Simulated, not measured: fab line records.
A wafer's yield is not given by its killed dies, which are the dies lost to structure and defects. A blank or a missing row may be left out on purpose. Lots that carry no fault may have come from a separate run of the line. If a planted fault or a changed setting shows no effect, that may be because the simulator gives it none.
Which tool did it? ; flow n5 finfet ; Sampling: 24 lots, 72 wafers, 6 of 1938 route steps

WHAT THE GAUGES READ, wafer by wafer
N5_BEOL_M4_CD_MEAS_35: target cd 18 nm, target cd y 22.4 nm. Usual: cd nm 18.00 nm, standard deviation 0.29.
lot;measured;on;cd nm (nm);flag
L074;day 8 11:57;cd sem-01;18.04 17.57 17.49;
L076;day 8 19:47;cd sem-01;17.72 17.36 17.61;
L075;day 8 19:49;cd sem-03;18.40 18.57 18.02;
L077;day 9 02:41;cd sem-02;17.45 17.91 18.21;
L078;day 9 03:01;cd sem-02;17.47 17.72 17.71;
L079;day 9 11:17;cd sem-01;18.34 18.24 18.42;
L080;day 9 19:34;cd sem-01;17.55 17.95 18.19;
L081;day 10 05:28;cd sem-03;18.08 17.95 18.08;
L083;day 10 10:46;cd sem-02;17.70 18.36 17.53;
L082;day 10 13:04;cd sem-01;17.91 18.56 18.06;
L084;day 10 15:56;cd sem-01;18.26 17.56 17.75;
L086;day 10 21:01;cd sem-02;17.82 18.10 17.20;
L087;day 11 15:02;cd sem-01;17.60 17.82 17.65;
L085;day 11 19:23;cd sem-02;18.54 17.99 18.37;
L088;day 11 22:39;cd sem-03;17.92 18.00 18.27;
L089;day 12 01:25;cd sem-01;18.05 18.26 17.98;
L090;day 12 01:25;cd sem-03;18.17 18.39 18.12;
L091;day 12 03:00;cd sem-03;18.29 17.71 18.07;
L092;day 12 23:55;cd sem-03;17.85 18.03 18.22;
L094;day 13 06:37;cd sem-02;18.08 18.23 17.91;
L093;day 13 10:13;cd sem-01;18.09 18.31 17.75;
L095;day 13 15:42;cd sem-01;18.12 18.22 17.95;
L097;day 13 15:44;cd sem-03;17.78 17.60 18.17;
L096;day 14 00:02;cd sem-03;17.61 17.81 17.91;

N5_BEOL_M5_OVL_MEAS_12. Usual: M5_OVL gives 0.1 nm (standard deviation 0.75).
lot;measured;on;M5_OVL (nm);flag
L074;day 8 18:19;overlay-01;-2.0 0.1 0.1;
L076;day 9 01:59;overlay-02;0.3 0.3 0.2;
L075;day 9 02:44;overlay-01;-0.2 -0.3 0.2;
L077;day 9 09:34;overlay-02;-0.7 0.1 -0.9;
L078;day 9 10:05;overlay-02;-0.5 -0.3 -0.1;
L079;day 9 19:53;overlay-01;-0.2 0.4 0.2;
L080;day 10 03:34;overlay-02;0.5 1.4 1.0;
L081;day 10 13:27;overlay-01;0.8 -0.2 1.1;
L083;day 10 17:21;overlay-01;0.6 0.5 0.2;
L082;day 10 20:13;overlay-02;1.0 0.4 0.2;
L084;day 11 01:21;overlay-01;1.1 0.2 1.2;
L086;day 11 05:17;overlay-01;0.1 0.1 -0.3;
L087;day 11 22:34;overlay-02;-0.9 0.2 0.1;
L085;day 12 02:09;overlay-02;1.8 1.5 0.6;
L088;day 12 05:21;overlay-02;1.0 -0.4 1.1;
L089;day 12 10:25;overlay-01;1.3 -0.4 -0.2;
L090;day 12 10:38;overlay-01;-0.6 -0.7 -1.3;
L091;day 12 13:22;overlay-02;0.0 -1.4 0.0;
L092;day 13 06:17;overlay-01;-0.9 -0.9 -0.3;
L094;day 13 14:02;overlay-02;-0.3 1.1 1.0;
L093;day 13 16:46;overlay-02;0.1 0.5 -0.2;
L095;day 14 00:19;overlay-01;-0.6 -0.2 -0.5;
L097;day 14 01:06;overlay-02;-1.8 -0.6 -0.4;
L096;day 14 10:55;overlay-02;0.3 1.2 0.8;

N5_BEOL_M5_INSPECT_13: inspects for defects (brightfield). Usual: raw defect count 410, standard deviation 97.
lot;measured;on;raw defect count;flag
L074;day 8 18:22;defect inspect-01;414 443 363;
L076;day 9 02:03;defect inspect-01;523 430 366;
L075;day 9 02:47;defect inspect-02;524 355 454;
L077;day 9 09:37;defect inspect-02;370 428 587;
L078;day 9 10:08;defect inspect-01;260 272 311;
L079;day 9 19:56;defect inspect-02;307 308 516;
L080;day 10 03:37;defect inspect-02;303 353 386;
L081;day 10 13:30;defect inspect-02;319 495 318;
L083;day 10 17:25;defect inspect-02;424 409 449;
L082;day 10 20:16;defect inspect-02;429 418 477;
L084;day 11 01:24;defect inspect-02;266 370 310;
L086;day 11 05:20;defect inspect-01;434 650 485;
L087;day 11 22:36;defect inspect-02;358 377 338;
L085;day 12 02:11;defect inspect-02;304 369 343;
L088;day 12 05:25;defect inspect-02;310 470 285;
L089;day 12 10:29;defect inspect-02;379 498 369;
L090;day 12 10:41;defect inspect-01;351 375 557;
L091;day 12 13:25;defect inspect-02;328 394 278;
L092;day 13 06:20;defect inspect-02;324 361 409;
L094;day 13 14:05;defect inspect-01;316 390 507;
L093;day 13 16:49;defect inspect-01;450 419 494;
L095;day 14 00:22;defect inspect-01;510 462 421;
L097;day 14 01:08;defect inspect-02;351 296 354;
L096;day 14 10:58;defect inspect-01;533 458 686;

N5_BEOL_M5_OVL_MEAS_29. Usual: V4_OVL gives 0.0 nm (standard deviation 0.62).
lot;measured;on;V4_OVL (nm);flag
L074;day 8 19:18;overlay-02;0.8 0.1 -0.4;
L076;day 9 02:57;overlay-02;0.9 1.8 0.5;
L075;day 9 05:05;overlay-01;0.1 0.0 -0.4;
L077;day 9 10:26;overlay-02;0.2 -0.7 -0.2;
L078;day 9 11:05;overlay-01;0.4 0.8 0.5;
L079;day 9 22:08;overlay-02;0.9 0.2 0.9;
L080;day 10 04:34;overlay-02;-0.1 -0.8 0.0;
L081;day 10 14:31;overlay-01;0.5 -0.1 1.1;
L083;day 10 18:43;overlay-02;0.0 -0.1 -0.3;
L082;day 11 00:21;overlay-02;-0.5 -1.2 -0.8;
L084;day 11 03:55;overlay-02;-0.9 0.1 0.0;
L086;day 11 07:01;overlay-01;0.5 -0.5 0.3;
L087;day 12 00:55;overlay-01;-0.2 0.9 0.2;
L085;day 12 04:18;overlay-02;0.4 0.4 -0.2;
L088;day 12 09:23;overlay-02;-1.6 -0.6 -0.4;
L089;day 12 11:32;overlay-01;1.0 1.0 1.0;
L090;day 12 12:01;overlay-02;-1.4 -0.6 -0.2;
L091;day 12 17:37;overlay-01;0.9 1.4 1.2;
L092;day 13 07:46;overlay-02;0.2 0.3 0.2;
L094;day 13 18:03;overlay-01;-0.2 0.5 -0.8;
L093;day 13 18:14;overlay-02;-0.3 -0.8 -0.7;
L095;day 14 03:38;overlay-02;0.1 -0.8 -0.4;
L097;day 14 03:28;overlay-02;0.2 -0.3 0.2;
L096;day 14 14:03;overlay-01;-0.5 0.1 0.2;

WHAT TOOL EACH LOT RAN ON (gives the tool, then ch and the chambers of the sampled wafers, and finally the start)
lot;N5_BEOL_M4_ANNEAL_49;N5_BEOL_M4_SPUTTER_94
L074;pvd sputter-01, day 8 13:11;pvd sputter-01, day 8 14:39
L076;pvd sputter-02, day 8 20:54;pvd sputter-02, day 8 22:22
L075;pvd sputter-03, day 8 21:17;pvd sputter-03, day 8 22:44
L077;pvd sputter-01, day 9 03:32;pvd sputter-01, day 9 04:59
L078;pvd sputter-03, day 9 03:48;pvd sputter-03, day 9 05:16
L079;pvd sputter-01, day 9 12:43;pvd sputter-01, day 9 14:10
L080;pvd sputter-01, day 9 20:37;pvd sputter-01, day 9 22:04
L081;pvd sputter-03, day 10 06:31;pvd sputter-03, day 10 07:58
L083;pvd sputter-02, day 10 11:58;pvd sputter-02, day 10 13:25
L082;pvd sputter-02, day 10 14:43;pvd sputter-02, day 10 16:11
L084;pvd sputter-03, day 10 17:22;pvd sputter-03, day 10 18:49
L086;pvd sputter-01, day 10 22:16;pvd sputter-01, day 10 23:51
L087;pvd sputter-03, day 11 16:20;pvd sputter-03, day 11 17:47
L085;pvd sputter-03, day 11 20:21;pvd sputter-03, day 11 21:49
L088;pvd sputter-02, day 11 23:26;pvd sputter-02, day 12 00:54
L089;pvd sputter-01, day 12 02:40;pvd sputter-01, day 12 04:08
L090;pvd sputter-02, day 12 02:43;pvd sputter-02, day 12 04:11
L091;pvd sputter-01, day 12 05:20;pvd sputter-01, day 12 09:14
L092;pvd sputter-02, day 13 00:46;pvd sputter-02, day 13 02:14
L094;pvd sputter-03, day 13 08:33;pvd sputter-03, day 13 10:01
L093;pvd sputter-03, day 13 11:26;pvd sputter-03, day 13 12:53
L095;pvd sputter-02, day 13 17:23;pvd sputter-02, day 13 18:51
L097;pvd sputter-03, day 13 18:22;pvd sputter-03, day 13 19:50
L096;pvd sputter-01, day 14 01:28;pvd sputter-01, day 14 02:55
- N5_BEOL_M4_ANNEAL_49: time 240 s.
- N5_BEOL_M4_SPUTTER_94: material Cu, target thk 4.5 nm, time 8.29 s.

WHAT THE TOOLS THEMSELVES READ (means of the sampled wafers that have a number; where no wafer has one, the mark that the record gives instead)
N5_BEOL_M4_ANNEAL_49. Usual: heater power w 834 W, standard deviation 77.
lot;tool;heater power w (W);flag
L074;pvd sputter-01;760;
L076;pvd sputter-02;846;
L075;pvd sputter-03;851;
L077;pvd sputter-01;800;
L078;pvd sputter-03;791;
L079;pvd sputter-01;801;
L080;pvd sputter-01;793;
L081;pvd sputter-03;896;
L083;pvd sputter-02;842;
L082;pvd sputter-02;879;
L084;pvd sputter-03;808;
L086;pvd sputter-01;802;
L087;pvd sputter-03;838;
L085;pvd sputter-03;832;
L088;pvd sputter-02;857;
L089;pvd sputter-01;781;
L090;pvd sputter-02;882;
L091;pvd sputter-01;830;
L092;pvd sputter-02;776;
L094;pvd sputter-03;814;
L093;pvd sputter-03;798;
L095;pvd sputter-02;886;
L097;pvd sputter-03;855;
L096;pvd sputter-01;798;

N5_BEOL_M4_SPUTTER_94. Usual: throttle valve pct 30.3 %, standard deviation 1.1.
lot;tool;throttle valve pct (%);flag
L074;pvd sputter-01;30.2;
L076;pvd sputter-02;30.8;
L075;pvd sputter-03;29.9;
L077;pvd sputter-01;29.6;
L078;pvd sputter-03;28.6;
L079;pvd sputter-01;29.7;
L080;pvd sputter-01;30.2;
L081;pvd sputter-03;31.0;
L083;pvd sputter-02;30.1;
L082;pvd sputter-02;30.3;
L084;pvd sputter-03;29.1;
L086;pvd sputter-01;29.5;
L087;pvd sputter-03;30.1;
L085;pvd sputter-03;29.5;
L088;pvd sputter-02;30.7;
L089;pvd sputter-01;29.9;
L090;pvd sputter-02;31.3;
L091;pvd sputter-01;29.4;
L092;pvd sputter-02;31.1;
L094;pvd sputter-03;29.7;
L093;pvd sputter-03;29.0;
L095;pvd sputter-02;30.8;
L097;pvd sputter-03;30.1;
L096;pvd sputter-01;29.6;

THE ANSWER, worked out from the rows above alone
Rule: a lot counts as off when the mean over its wafers that have a number is more than 3 standard deviations away from the usual mean. Also off: a lot with no number at a reading for which 4 or more lots have one. All remaining lots with rows at the step are treated as sound. The gauges are gone through in route order, then the tools' own readings, and for those a lot's mean is taken as printed above. The first step at which some lot is off is used, and at that step the reading that is off furthest; a lot without a number counts as furthest.
No lot is off on any of the readings shown, so nothing can be concluded from this.

WHAT WAS PUT IN BY THE SIMULATOR
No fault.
